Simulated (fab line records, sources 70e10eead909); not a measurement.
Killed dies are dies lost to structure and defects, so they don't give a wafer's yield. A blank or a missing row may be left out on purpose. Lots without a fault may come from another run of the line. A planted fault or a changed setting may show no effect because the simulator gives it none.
Which tool did it? | flow nand_harc | 22 lots, 66 wafers sampled, at 6 steps of a route of 1159

WHAT THE GAUGES READ, wafer by wafer
The record holds no reading of a measuring or inspecting step that can be judged against a usual standard deviation.

WHICH TOOL RAN EACH LOT (tool, then ch and the chambers of the sampled wafers, then the start)
lot  | NHARC_A_CONTACT_DEP_57        | NHARC_A_CONTACT_ETCH_76                       | NHARC_A_CONTACT_DEP_84        | NHARC_A_CONTACT_DESCUM_13          | NHARC_A_CONTACT_ETCH_88            | NHARC_A_CONTACT_STRIP_26
L074 | acl_dep-01 ch 0, day 16 07:12 | rie_diel-06 ch 0,1,2, day 16 15:10 or earlier | acl_dep-03 ch 0, day 16 15:10 | rie_diel-06 ch 1,2,3, day 16 17:22 | rie_diel-06 ch 0,1,3, day 16 17:27 | rie_diel-06 ch 0,1,2, no start
L077 | acl_dep-03 ch 0, day 16 20:29 | rie_diel-06 ch 1,2,3, day 17 04:47 or earlier | acl_dep-02 ch 0, day 17 04:47 | rie_diel-13 ch 0,1,3, day 17 06:59 | rie_diel-13 ch 2,3, day 17 07:04   | rie_diel-13 ch 0,1,3, no start
L075 | acl_dep-01 ch 0, day 16 20:53 | rie_diel-13 ch 1,2,3, day 17 04:49 or earlier | acl_dep-01 ch 0, day 17 04:49 | rie_diel-06 ch 1,2,3, day 17 07:07 | rie_diel-06 ch 0,1,2, day 17 07:13 | rie_diel-06 ch 0,2,3, no start
L079 | acl_dep-03 ch 0, day 17 00:09 | rie_diel-05 ch 1,2,3, day 17 06:57 or earlier | acl_dep-02 ch 0, day 17 06:57 | rie_diel-06 ch 0,2,3, day 17 08:59 | rie_diel-06 ch 0,1,3, day 17 09:04 | rie_diel-06 ch 0,1,3, no start
L078 | acl_dep-01 ch 0, day 17 00:40 | rie_diel-06 ch 1,3, day 17 07:38 or earlier   | acl_dep-03 ch 0, day 17 07:38 | rie_diel-05 ch 1,3, day 17 09:55   | rie_diel-05 ch 0,1, day 17 09:59   | rie_diel-13 ch 1,2, no start
L076 | acl_dep-02 ch 0, day 17 03:23 | rie_diel-06 ch 1,3, day 17 10:12 or earlier   | acl_dep-03 ch 0, day 17 10:12 | rie_diel-06 ch 1,2,3, day 17 12:02 | rie_diel-06 ch 1,2, day 17 12:08   | rie_diel-06 ch 0,3, no start
L082 | acl_dep-02 ch 0, day 18 13:48 | rie_diel-13 ch 1,2, day 18 23:35 or earlier   | acl_dep-03 ch 0, day 18 23:35 | rie_diel-06 ch 0,3, day 19 01:39   | rie_diel-06 ch 0,3, day 19 01:44   | rie_diel-06 ch 0,1,3, no start
L081 | acl_dep-02 ch 0, day 18 16:43 | rie_diel-06 ch 0,1, day 19 02:47 or earlier   | acl_dep-03 ch 0, day 19 02:47 | rie_diel-06 ch 0,1, day 19 04:51   | rie_diel-06 ch 0,1,2, day 19 04:56 | rie_diel-13 ch 0,2,3, no start
L083 | acl_dep-02 ch 0, day 18 21:30 | rie_diel-05 ch 1,2,3, day 19 08:17 or earlier | acl_dep-03 ch 0, day 19 08:17 | rie_diel-06 ch 0,1,3, day 19 09:46 | rie_diel-06 ch 0,1, day 19 09:50   | rie_diel-05 ch 1,2,3, no start
L086 | acl_dep-03 ch 0, day 19 06:15 | rie_diel-05 ch 0,2,3, day 19 13:04 or earlier | acl_dep-03 ch 0, day 19 13:04 | rie_diel-13 ch 0,1,2, day 19 15:05 | rie_diel-13 ch 1,2, day 19 15:09   | rie_diel-05 ch 1,2, no start
L084 | acl_dep-02 ch 0, day 19 06:58 | rie_diel-13 ch 0,2,3, day 19 14:42 or earlier | acl_dep-01 ch 0, day 19 14:42 | rie_diel-06 ch 0,2, day 19 16:44   | rie_diel-06 ch 2,3, day 19 16:50   | rie_diel-06 ch 0,2, no start
L085 | acl_dep-03 ch 0, day 19 09:50 | rie_diel-06 ch 2,3, day 19 18:42 or earlier   | acl_dep-03 ch 0, day 19 18:42 | rie_diel-06 ch 1,2, day 19 20:46   | rie_diel-06 ch 0,2,3, day 19 20:51 | rie_diel-06 ch 2,3, no start
L087 | acl_dep-03 ch 0, day 20 09:54 | rie_diel-05 ch 1,2, day 20 20:52 or earlier   | acl_dep-02 ch 0, day 20 20:52 | rie_diel-06 ch 1,2, day 20 23:03   | rie_diel-06 ch 0,1, day 20 23:10   | rie_diel-13 ch 1,2, no start
L089 | acl_dep-02 ch 0, day 20 10:27 | rie_diel-06 ch 0,1, day 20 20:04 or earlier   | acl_dep-03 ch 0, day 20 20:04 | rie_diel-06 ch 0,2, day 20 21:45   | rie_diel-06 ch 0,1, day 20 21:52   | rie_diel-06 ch 0,1,2, no start
L091 | acl_dep-03 ch 0, day 20 13:51 | rie_diel-06 ch 1,2,3, day 20 23:58 or earlier | acl_dep-02 ch 0, day 20 23:58 | rie_diel-13 ch 0,1,2, day 21 02:03 | rie_diel-13 ch 0,1,3, day 21 02:20 | rie_diel-05 ch 0,3, no start
L090 | acl_dep-02 ch 0, day 20 15:26 | rie_diel-06 ch 0,3, day 21 03:17 or earlier   | acl_dep-03 ch 0, day 21 03:17 | rie_diel-13 ch 0,1,2, day 21 05:25 | rie_diel-13 ch 1,2,3, day 21 05:38 | rie_diel-13 ch 0,1,3, no start
L088 | acl_dep-03 ch 0, day 20 21:28 | rie_diel-13 ch 0,1, day 21 07:32 or earlier   | acl_dep-02 ch 0, day 21 07:32 | rie_diel-06 ch 0,2,3, day 21 09:17 | rie_diel-06 ch 1,3, day 21 09:23   | rie_diel-05 ch 0,3, no start
L095 | acl_dep-02 ch 0, day 21 03:35 | rie_diel-06 ch 0,1,3, day 21 12:10 or earlier | acl_dep-02 ch 0, day 21 12:10 | rie_diel-06 ch 0,1,3, day 21 14:23 | rie_diel-06 ch 0,3, day 21 14:27   | rie_diel-13 ch 0,1,3, no start
L094 | acl_dep-03 ch 0, day 21 09:57 | rie_diel-13 ch 0,2,3, day 21 16:41 or earlier | acl_dep-02 ch 0, day 21 16:41 | rie_diel-06 ch 0,1,2, day 21 18:40 | rie_diel-06 ch 0,2,3, day 21 18:45 | rie_diel-06 ch 1,2, no start
L092 | acl_dep-02 ch 0, day 21 21:26 | rie_diel-13 ch 2,3, day 22 05:06 or earlier   | acl_dep-03 ch 0, day 22 05:06 | rie_diel-05 ch 0,2,3, day 22 07:10 | rie_diel-05 ch 1,2,3, day 22 07:22 | rie_diel-06 ch 0,1,2, no start
L097 | acl_dep-01 ch 0, day 22 03:13 | rie_diel-06 ch 0,1, day 22 09:55 or earlier   | acl_dep-02 ch 0, day 22 09:55 | rie_diel-06 ch 0,3, day 22 11:41   | rie_diel-06 ch 2,3, day 22 11:46   | rie_diel-05 ch 0,3, no start
L096 | acl_dep-02 ch 0, day 22 05:10 | rie_diel-06 ch 2,3, day 22 12:34 or earlier   | acl_dep-03 ch 0, day 22 12:34 | rie_diel-05 ch 1,2, day 22 14:19   | rie_diel-05 ch 0,1, day 22 14:32   | rie_diel-06 ch 0,1,2, no start
- NHARC_A_CONTACT_DEP_57: deposits aC, target thk 2800 nm.
- NHARC_A_CONTACT_ETCH_76: etches the open film in N2/H2, target depth 260 nm, time 475.3 s.
- NHARC_A_CONTACT_DEP_84: deposits aC, target thk 2000 nm.
- NHARC_A_CONTACT_DESCUM_13: chemistry O2, time 3 s.
- NHARC_A_CONTACT_ETCH_88: etches the open film in CF4, target depth 39 nm, time 65 s.
- NHARC_A_CONTACT_STRIP_26: strips in O2.

WHAT THE TOOLS THEMSELVES READ (means of the sampled wafers that have a number; where no wafer has one, the mark that the record gives instead)
NHARC_A_CONTACT_DEP_57.
lot  | tool       | throttle_valve_pct (%)
L074 | acl_dep-01 | 34.999
L077 | acl_dep-03 | 35.003
L075 | acl_dep-01 | 34.994
L079 | acl_dep-03 | 35.008
L078 | acl_dep-01 | 34.997
L076 | acl_dep-02 | 35.000
L082 | acl_dep-02 | 35.005
L081 | acl_dep-02 | 34.987
L083 | acl_dep-02 | 34.990
L086 | acl_dep-03 | 34.994
L084 | acl_dep-02 | 34.995
L085 | acl_dep-03 | 35.003
L087 | acl_dep-03 | 34.986
L089 | acl_dep-02 | 34.998
L091 | acl_dep-03 | 34.998
L090 | acl_dep-02 | 35.003
L088 | acl_dep-03 | 35.007
L095 | acl_dep-02 | 35.002
L094 | acl_dep-03 | 35.001
L092 | acl_dep-02 | 35.001
L097 | acl_dep-01 | 34.995
L096 | acl_dep-02 | 34.999

NHARC_A_CONTACT_ETCH_76.
lot  | tool        | bias_w (W) | drypump_motor_current_A (A) | h2_flow_sccm (sccm) | oes_product_au (a.u.) | rf_vpp_V (V) | showerhead_plenum_p_Torr (Torr) | throttle_valve_pct (%)
L074 | rie_diel-06 | 150.2      | 5.2                         | 150.6               | 1.003                 | 429.3        | 2.01                            | 14.173
L077 | rie_diel-06 | 150.1      | 5.7                         | 150.1               | 0.999                 | 430.2        | 2.06                            | 14.174
L075 | rie_diel-13 | 150.1      | 6.1                         | 149.9               | 1.002                 | 430.2        | 2.04                            | 14.172
L079 | rie_diel-05 | 149.3      | 5.9                         | 150.0               | 1.001                 | 431.6        | 2.08                            | 14.169
L078 | rie_diel-06 | 149.5      | 5.8                         | 149.9               | 0.996                 | 428.6        | 1.97                            | 14.172
L076 | rie_diel-06 | 150.2      | 6.3                         | 150.0               | 0.994                 | 431.0        | 2.06                            | 14.173
L082 | rie_diel-13 | 150.1      | 5.9                         | 150.5               | 1.002                 | 429.8        | 2.02                            | 14.179
L081 | rie_diel-06 | 150.0      | 5.4                         | 149.8               | 0.995                 | 427.6        | 1.93                            | 14.168
L083 | rie_diel-05 | 150.2      | 5.9                         | 150.0               | 0.995                 | 431.7        | 2.07                            | 14.172
L086 | rie_diel-05 | 150.0      | 6.0                         | 150.1               | 0.995                 | 431.3        | 2.08                            | 14.162
L084 | rie_diel-13 | 150.0      | 6.0                         | 150.0               | 0.998                 | 432.6        | 2.11                            | 14.162
L085 | rie_diel-06 | 149.9      | 6.1                         | 149.9               | 1.001                 | 433.2        | 2.14                            | 14.167
L087 | rie_diel-05 | 150.3      | 5.8                         | 149.8               | 1.000                 | 432.3        | 2.09                            | 14.168
L089 | rie_diel-06 | 150.0      | 5.4                         | 149.7               | 0.997                 | 427.2        | 1.93                            | 14.168
L091 | rie_diel-06 | 149.4      | 5.7                         | 150.1               | 1.002                 | 430.2        | 2.05                            | 14.174
L090 | rie_diel-06 | 149.8      | 5.7                         | 150.1               | 1.000                 | 431.1        | 2.04                            | 14.163
L088 | rie_diel-13 | 150.0      | 6.0                         | 149.9               | 0.998                 | 431.8        | 2.11                            | 14.171
L095 | rie_diel-06 | 150.0      | 5.8                         | 149.9               | 1.002                 | 430.1        | 2.00                            | 14.169
L094 | rie_diel-13 | 150.2      | 6.0                         | 149.7               | 0.991                 | 432.2        | 2.11                            | 14.170
L092 | rie_diel-13 | 149.9      | 6.0                         | 150.1               | 1.003                 | 431.4        | 2.05                            | 14.159
L097 | rie_diel-06 | 149.8      | 5.4                         | 149.7               | 0.993                 | 427.4        | 1.92                            | 14.167
L096 | rie_diel-06 | 150.3      | 6.1                         | 149.8               | 1.009                 | 433.9        | 2.13                            | 14.173

NHARC_A_CONTACT_DEP_84.
lot  | tool       | throttle_valve_pct (%)
L074 | acl_dep-03 | 34.999
L077 | acl_dep-02 | 35.007
L075 | acl_dep-01 | 34.998
L079 | acl_dep-02 | 35.005
L078 | acl_dep-03 | 34.999
L076 | acl_dep-03 | 34.999
L082 | acl_dep-03 | 34.996
L081 | acl_dep-03 | 35.005
L083 | acl_dep-03 | 34.992
L086 | acl_dep-03 | 34.996
L084 | acl_dep-01 | 34.994
L085 | acl_dep-03 | 35.001
L087 | acl_dep-02 | 35.001
L089 | acl_dep-03 | 35.010
L091 | acl_dep-02 | 35.007
L090 | acl_dep-03 | 34.999
L088 | acl_dep-02 | 34.997
L095 | acl_dep-02 | 34.999
L094 | acl_dep-02 | 34.995
L092 | acl_dep-03 | 34.990
L097 | acl_dep-02 | 34.999
L096 | acl_dep-03 | 35.002

NHARC_A_CONTACT_DESCUM_13.
lot  | tool        | drypump_motor_current_A (A) | oes_product_au (a.u.) | rf_vpp_V (V) | showerhead_plenum_p_Torr (Torr) | throttle_valve_pct (%)
L074 | rie_diel-06 | 5.7                         | 0.990                 | 57.7         | 1.93                            | 11.314
L077 | rie_diel-13 | 6.1                         | 1.003                 | 57.7         | 1.96                            | 11.326
L075 | rie_diel-06 | 5.7                         | 0.989                 | 58.1         | 1.93                            | 11.313
L079 | rie_diel-06 | 5.6                         | 0.999                 | 58.5         | 1.96                            | 11.312
L078 | rie_diel-05 | 6.0                         | 0.996                 | 58.2         | 1.97                            | 11.308
L076 | rie_diel-06 | 5.7                         | 0.992                 | 56.4         | 1.93                            | 11.313
L082 | rie_diel-06 | 6.2                         | 1.005                 | 57.7         | 1.96                            | 11.310
L081 | rie_diel-06 | 5.4                         | 0.997                 | 57.5         | 1.81                            | 11.300
L083 | rie_diel-06 | 5.8                         | 1.000                 | 57.2         | 1.88                            | 11.312
L086 | rie_diel-13 | 6.0                         | 1.001                 | 58.3         | 1.94                            | 11.311
L084 | rie_diel-06 | 5.1                         | 0.998                 | 58.5         | 1.96                            | 11.305
L085 | rie_diel-06 | 5.1                         | 1.005                 | 57.3         | 1.92                            | 11.311
L087 | rie_diel-06 | 5.3                         | 1.004                 | 57.5         | 1.85                            | 11.307
L089 | rie_diel-06 | 5.2                         | 1.001                 | 57.2         | 1.92                            | 11.317
L091 | rie_diel-13 | 5.9                         | 0.998                 | 58.0         | 1.93                            | 11.318
L090 | rie_diel-13 | 6.0                         | 1.000                 | 57.5         | 1.93                            | 11.299
L088 | rie_diel-06 | 5.7                         | 0.997                 | 58.0         | 1.96                            | 11.306
L095 | rie_diel-06 | 5.8                         | 1.007                 | 57.5         | 1.88                            | 11.308
L094 | rie_diel-06 | 5.2                         | 1.009                 | 57.6         | 1.88                            | 11.315
L092 | rie_diel-05 | 6.0                         | 0.992                 | 58.0         | 1.94                            | 11.301
L097 | rie_diel-06 | 5.7                         | 0.997                 | 57.4         | 1.92                            | 11.309
L096 | rie_diel-05 | 5.8                         | 0.993                 | 57.6         | 1.96                            | 11.312

NHARC_A_CONTACT_ETCH_88.
lot  | tool        | bias_w (W) | drypump_motor_current_A (A) | oes_product_au (a.u.) | rf_vpp_V (V) | showerhead_plenum_p_Torr (Torr) | throttle_valve_pct (%)
L074 | rie_diel-06 | 99.82      | 5.8                         | 0.989                 | 150.8        | 1.75                            | 13.279
L077 | rie_diel-13 | 99.80      | 6.1                         | 1.003                 | 151.5        | 1.80                            | 13.291
L075 | rie_diel-06 | 99.71      | 5.2                         | 0.991                 | 151.8        | 1.75                            | 13.282
L079 | rie_diel-06 | 100.00     | 5.8                         | 0.996                 | 150.5        | 1.75                            | 13.286
L078 | rie_diel-05 | 99.87      | 6.0                         | 0.999                 | 152.0        | 1.86                            | 13.285
L076 | rie_diel-06 | 100.19     | 5.1                         | 0.998                 | 151.0        | 1.78                            | 13.278
L082 | rie_diel-06 | 100.23     | 5.7                         | 1.004                 | 151.3        | 1.77                            | 13.280
L081 | rie_diel-06 | 99.88      | 5.3                         | 1.000                 | 150.9        | 1.75                            | 13.279
L083 | rie_diel-06 | 99.91      | 5.3                         | 1.000                 | 150.4        | 1.71                            | 13.280
L086 | rie_diel-13 | 100.20     | 5.9                         | 0.995                 | 151.2        | 1.75                            | 13.285
L084 | rie_diel-06 | 99.83      | 5.5                         | 1.001                 | 152.8        | 1.84                            | 13.289
L085 | rie_diel-06 | 99.87      | 5.6                         | 1.006                 | 151.6        | 1.81                            | 13.269
L087 | rie_diel-06 | 100.21     | 5.4                         | 1.002                 | 149.9        | 1.68                            | 13.277
L089 | rie_diel-06 | 99.97      | 5.4                         | 0.996                 | 150.2        | 1.68                            | 13.288
L091 | rie_diel-13 | 100.07     | 6.2                         | 0.993                 | 152.2        | 1.80                            | 13.286
L090 | rie_diel-13 | 100.16     | 6.1                         | 0.995                 | 150.8        | 1.76                            | 13.279
L088 | rie_diel-06 | 100.04     | 6.2                         | 1.006                 | 151.3        | 1.78                            | 13.293
L095 | rie_diel-06 | 99.88      | 5.7                         | 1.008                 | 151.6        | 1.77                            | 13.294
L094 | rie_diel-06 | 99.86      | 5.6                         | 1.011                 | 152.3        | 1.81                            | 13.280
L092 | rie_diel-05 | 99.85      | 5.9                         | 0.996                 | 150.7        | 1.78                            | 13.291
L097 | rie_diel-06 | 100.43     | 6.1                         | 1.006                 | 152.1        | 1.84                            | 13.278
L096 | rie_diel-05 | 100.11     | 6.0                         | 0.991                 | 151.9        | 1.84                            | 13.291

NHARC_A_CONTACT_STRIP_26.
lot  | tool        | drypump_motor_current_A (A) | oes_product_au (a.u.) | rf_vpp_V (V) | showerhead_plenum_p_Torr (Torr) | throttle_valve_pct (%)
L074 | rie_diel-06 | 5.3                         | 0.998                 | 58.4         | 3.49                            | 17.039
L077 | rie_diel-13 | 6.2                         | 0.993                 | 58.7         | 3.61                            | 17.039
L075 | rie_diel-06 | 5.7                         | 0.996                 | 56.9         | 3.61                            | 17.033
L079 | rie_diel-06 | 5.8                         | 0.987                 | 57.2         | 3.48                            | 17.039
L078 | rie_diel-13 | 6.0                         | 1.007                 | 57.7         | 3.50                            | 17.044
L076 | rie_diel-06 | 5.7                         | 1.002                 | 57.8         | 3.55                            | 17.031
L082 | rie_diel-06 | 5.8                         | 1.004                 | 58.1         | 3.48                            | 17.043
L081 | rie_diel-13 | 6.0                         | 1.010                 | 58.8         | 3.64                            | 17.042
L083 | rie_diel-05 | 5.9                         | 0.991                 | 58.1         | 3.57                            | 17.040
L086 | rie_diel-05 | 5.8                         | 0.991                 | 58.0         | 3.62                            | 17.037
L084 | rie_diel-06 | 5.1                         | 1.001                 | 58.0         | 3.61                            | 17.033
L085 | rie_diel-06 | 5.6                         | 1.002                 | 58.5         | 3.68                            | 17.035
L087 | rie_diel-13 | 6.1                         | 0.997                 | 57.3         | 3.45                            | 17.037
L089 | rie_diel-06 | 5.3                         | 1.006                 | 57.4         | 3.48                            | 17.029
L091 | rie_diel-05 | 6.2                         | 0.996                 | 58.4         | 3.64                            | 17.040
L090 | rie_diel-13 | 6.2                         | 0.995                 | 57.3         | 3.60                            | 17.042
L088 | rie_diel-05 | 6.2                         | 0.996                 | 58.2         | 3.64                            | 17.029
L095 | rie_diel-13 | 6.2                         | 0.997                 | 58.0         | 3.59                            | 17.035
L094 | rie_diel-06 | 5.3                         | 1.006                 | 57.0         | 3.41                            | 17.037
L092 | rie_diel-06 | 5.3                         | 0.999                 | 57.8         | 3.47                            | 17.036
L097 | rie_diel-05 | 6.2                         | 0.988                 | 57.8         | 3.58                            | 17.034
L096 | rie_diel-06 | 5.3                         | 0.998                 | 57.5         | 3.47                            | 17.041

THE ANSWER, worked out from the rows above alone
Rule: what is usual is taken from the lots themselves. Put in order of their means at a reading, lots are off if they are a third of the lots or fewer, leave a main group of 4 or more, and stand apart from it by a gap of 3 or more times the standard deviation of the main group's means; of several such gaps the widest counts. A main group whose means are all the same, to the digits that the tables above print for the reading, isn't used. A lot without any number at a reading at which 4 lots or more have one is off too. The other lots that the step has rows for count as sound. The gauges are gone through in route order, then the tools' own readings, and for those a lot's mean is taken as printed above. The first step at which some lot is off is used, and at that step the reading that is off furthest; a lot without a number counts as furthest.
No lot is off at any reading shown: from this, nothing can be told.

WHAT THE SIMULATOR HAD PUT IN
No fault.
